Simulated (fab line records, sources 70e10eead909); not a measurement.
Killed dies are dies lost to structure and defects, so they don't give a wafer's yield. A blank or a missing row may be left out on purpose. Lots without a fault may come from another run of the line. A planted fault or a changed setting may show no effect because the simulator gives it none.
Chamber matching | flow nand_harc | NHARC_THIN_TSV_DESCUM_35 on rie_diel-09: 4 sister chambers
The step chemistry O2, time 3 s. 14 wafers are shown with their chamber, then 7 later ones without.

WAFERS WITH THEIR CHAMBER
wafer  | chamber | drypump_motor_current_A (A) | oes_product_au (a.u.) | rf_vpp_V (V)
L220.1 | 2       | 6.0                         | 0.992                 | 57.0
L220.2 | 3       | 5.9                         | 1.001                 | 59.7
L220.5 | 3       | 5.9                         | 1.001                 | 58.3
L222.1 | 1       | 5.5                         | 0.997                 | 58.3
L222.4 | 0       | 5.4                         | 1.012                 | 58.2
L222.5 | 3       | 5.9                         | 0.992                 | 56.8
L224.4 | 1       | 5.6                         | 0.998                 | 58.0
L224.5 | 3       | 5.9                         | 1.000                 | 58.5
L224.6 | 2       | 6.0                         | 0.990                 | 56.1
L228.1 | 1       | 5.6                         | 1.006                 | 57.8
L228.3 | 2       | 6.0                         | 1.001                 | 58.5
L228.6 | 1       | 5.6                         | 1.003                 | 56.3
L229.1 | 3       | 5.9                         | 1.005                 | 57.3
L229.2 | 2       | 6.0                         | 0.989                 | 57.2

SIGNATURES (means of the wafers above)
reading                 | chamber 0 | chamber 1 | chamber 2 | chamber 3 | scatter within a chamber
drypump_motor_current_A | 5.400     | 5.575     | 6.000     | 5.900     | 0.0274
oes_product_au          | 1.01200   | 1.00100   | 0.99300   | 0.99980   | 0.00485
rf_vpp_V                | 58.200    | 57.600    | 57.200    | 58.120    | 1.02
Rule: a wafer's distance from a chamber is the root of the sum, over the readings, of the square of ((its reading less the chamber's mean) divided by the reading's scatter). The wafer belongs to the nearest chamber; if the next one is less than 2 further off, it can't be placed. The scatter: the root of (the sum of the squares of (reading less its chamber's mean) over the shown wafers, divided by (wafers less chambers)).

WAFERS WITHOUT THEIR CHAMBER
wafer  | drypump_motor_current_A (A) | oes_product_au (a.u.) | rf_vpp_V (V)
L229.5 | 6.0                         | 0.990                 | 59.1
L230.2 | 6.0                         | 1.004                 | 57.0
L230.3 | 5.4                         | 1.006                 | 58.2
L230.6 | 5.5                         | 1.005                 | 58.2
L231.1 | 5.6                         | 0.997                 | 56.1
L231.4 | 5.4                         | 1.002                 | 57.7
L231.6 | 5.6                         | 1.001                 | 57.2

WHICH CHAMBER EACH WENT THROUGH
wafer  | from the rows above     | in truth
L229.5 | 2                       | 2
L230.2 | can't be placed: 2 or 3 | 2
L230.3 | 0                       | 0
L230.6 | can't be placed: 1 or 0 | 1
L231.1 | 1                       | 1
L231.4 | 0                       | 0
L231.6 | 1                       | 1
Placed correctly: 5 of 7. Can't be placed from these rows: 2 (the true chamber is among the candidates in 2). Placed wrongly: 0.
